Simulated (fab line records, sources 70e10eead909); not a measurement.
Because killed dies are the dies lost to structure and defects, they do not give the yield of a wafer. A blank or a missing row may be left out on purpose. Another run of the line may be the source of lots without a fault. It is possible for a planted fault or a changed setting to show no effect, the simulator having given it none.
Chamber matching :: flow nandHarc :: NHARC_A_CHANNEL_HOLE_D2_DESCUM_15 on rieDiel-03 has 4 sister chambers
The step chemistry O2, time 3 s. 8 wafers are shown with their chamber, then 7 later ones without.

WAFERS PAIRED WITH THEIR CHAMBERS
wafer: L077.6
chamber: 2
showerheadPlenumPTorr (Torr): 1.97
drypumpMotorCurrentA (A): 5.7

wafer: L087.2
chamber: 1
showerheadPlenumPTorr (Torr): 1.94
drypumpMotorCurrentA (A): 5.7

wafer: L087.6
chamber: 3
showerheadPlenumPTorr (Torr): 2.01
drypumpMotorCurrentA (A): 6.0

wafer: L088.1
chamber: 2
showerheadPlenumPTorr (Torr): 1.96
drypumpMotorCurrentA (A): 5.7

wafer: L088.2
chamber: 3
showerheadPlenumPTorr (Torr): 2.01
drypumpMotorCurrentA (A): 5.9

wafer: L088.5
chamber: 0
showerheadPlenumPTorr (Torr): 1.85
drypumpMotorCurrentA (A): 5.9

wafer: L088.3
chamber: 1
showerheadPlenumPTorr (Torr): 1.94
drypumpMotorCurrentA (A): 5.7

wafer: L088.4
chamber: 0
showerheadPlenumPTorr (Torr): 1.85
drypumpMotorCurrentA (A): 5.9

WAFERS WITH NO CHAMBER GIVEN
wafer: L088.6
showerheadPlenumPTorr (Torr): 2.01
drypumpMotorCurrentA (A): 5.9

wafer: L090.2
showerheadPlenumPTorr (Torr): 2.01
drypumpMotorCurrentA (A): 6.0

wafer: L090.3
showerheadPlenumPTorr (Torr): 1.94
drypumpMotorCurrentA (A): 5.7

wafer: L090.6
showerheadPlenumPTorr (Torr): 2.01
drypumpMotorCurrentA (A): 5.9

wafer: L095.2
showerheadPlenumPTorr (Torr): 1.94
drypumpMotorCurrentA (A): 5.7

wafer: L095.4
showerheadPlenumPTorr (Torr): 1.96
drypumpMotorCurrentA (A): 5.7

wafer: L095.5
showerheadPlenumPTorr (Torr): 1.94
drypumpMotorCurrentA (A): 5.8

CHAMBER TAKEN BY EACH
wafer: L088.6
from the rows above: 3
in truth: 3

wafer: L090.2
from the rows above: 3
in truth: 3

wafer: L090.3
from the rows above: 1
in truth: 1

wafer: L090.6
from the rows above: 3
in truth: 3

wafer: L095.2
from the rows above: 1
in truth: 1

wafer: L095.4
from the rows above: 2
in truth: 2

wafer: L095.5
from the rows above: 1
in truth: 1
Placed correctly: 7 of 7. Not placeable from these rows: 0. 0 placed wrongly.
How it was worked out, from the rows above alone: a wafer's distance from a chamber is the root of the sum, over the readings, of the square of ((its reading less the chamber's mean) divided by the reading's scatter). The wafer belongs to the nearest chamber; if the next one is less than 2 further off, it can't be placed. The mean given for a chamber averages the wafers shown for that chamber. The scatter is the square root of a quotient: the sum, over the shown wafers, of each reading's squared deviation from its chamber's mean, divided by wafers minus chambers.
